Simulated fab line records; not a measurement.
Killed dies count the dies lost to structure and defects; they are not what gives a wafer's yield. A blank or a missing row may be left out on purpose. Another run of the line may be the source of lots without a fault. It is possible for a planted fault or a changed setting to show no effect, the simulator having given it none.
Problem report in the 8D (eight disciplines) form, filled by code | flow nand_harc | the parts of the form that need people (team, actions taken, sign-off) are left out

== 1. WHAT IS WRONG ==
Mean of raw_defect_count at NHARC_THIN_TSV_INSPECT_40: 1618 across 6 wafers in 2 lots; on wafers with no fault it is 462 (standard deviation 88). That is +13 standard deviations from the usual mean.
Seen first at day 23 12:45 on defect_inspect-02, wafer L388.2. The record holds 33 wafers of 11 lots with a number at this step. The rule behind "out" and "out of limits": a value lying over 4 standard deviations away from the usual mean. All remaining wafers that have a number are taken as sound.

== 2. WHAT IT IS, WHAT IT ISN'T ==
question                    | is                                   | is not
which readings at this step | raw_defect_count                     | -
which lots                  | L388, L389                           | L373, L377, L381, L382, L390, L391, L394, L395, L396
which wafers of those lots  | all that have a number               | -
read on which gauges        | defect_inspect-01, defect_inspect-02 | -
when                        | from day 23 12:45                    | up to then (15 sound wafers); but 12 sound wafers of L390, L394, L395, L396 came after

== 3. THE SUSPECTS, EACH WITH WHAT RULES IT OUT ==
Counting: any tool at a process step up to the reading is kept as a suspect provided that every lot that is out went through it and no sound lot did after the first of them.
- the gauge at NHARC_THIN_TSV_INSPECT_40 has been ruled out. The wafers that are out were read on 2 gauges (defect_inspect-01, defect_inspect-02).
- rtp_anneal-02 at NHARC_THIN_TSV_ANNEAL_52 (time 90 s): ruled out as a lasting fault. After its first lot that is out, L388 (day 23 05:13), sound lots L390, L396, L394, L395 ran on it.
- wet_bench-10 at NHARC_THIN_TSV_STRIP_57 (strips in post etch residue remover, time 1200 s): kept. It processed each lot that is out, first L388 at day 23 08:07, and no sound lot thereafter; up to then, the last sound lot it processed was L382 at day 21 04:10.
After counting, what remains is wet_bench-10 at NHARC_THIN_TSV_STRIP_57.

== 4. THE CAUSE (what the simulator had put in) ==
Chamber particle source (wet_bench-10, NHARC_THIN_TSV_STRIP_57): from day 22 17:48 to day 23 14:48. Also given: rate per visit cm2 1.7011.
The count eliminated every tool but this one.

== 5. THE CHAIN OF EFFECTS, in route order ==
Each row: a reading where the mean over the struck wafers with a number is more than 3 standard deviations away from the usual. Only readings for which the record gives a usual standard deviation are gone through. hours: the time from each lot's start at the first step in this table that gives one to its start at this step, as a median over the lots. sigmas: the change in usual standard deviations.
hours | step                      | reading              | usual  | on struck wafers | change | sigmas
0     | NHARC_THIN_TSV_INSPECT_40 | raw_defect_count     | 462    | 1618             | +1156  | +13
4     | NHARC_END_SORT_01         | defect_limited_yield | 95.4 % | 81.9             | -13.5  | -7.9
4     | NHARC_END_SORT_01         | killed_at_other      | 0.6    | 96.0             | +95.4  | +99 or more
4     | NHARC_END_SORT_01         | killed_dies          | 31     | 122              | +92    | +8.3
4     | NHARC_END_SORT_01         | sort_bin_2_pct       | 1.4 %  | 7.0              | +5.7   | +7.7
4     | NHARC_END_SORT_01         | sort_bin_3_pct       | 0.27 % | 5.44             | +5.17  | +22
4     | NHARC_END_SORT_01         | sort_n_pass          | 646    | 554              | -92    | -8.3
4     | NHARC_END_SORT_01         | sort_yield_pct       | 95.4 % | 81.9             | -13.5  | -7.9

== 6. HOW IT WOULD HAVE BEEN CAUGHT EARLIER ==
The first out-of-limits reading at a measuring or inspecting step in this record came at day 23 12:45, 19 hours after the fault's start at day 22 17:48.
Tool readings at NHARC_THIN_TSV_STRIP_57 with a usual standard deviation given in the record: none out on any struck wafer, hence no alarm at a limit of 4 standard deviations on them.
All the lots that are out (2) had begun NHARC_THIN_TSV_STRIP_57 on wet_bench-10 by day 23 12:45. None of them would have been spared by holding the tool at that moment.
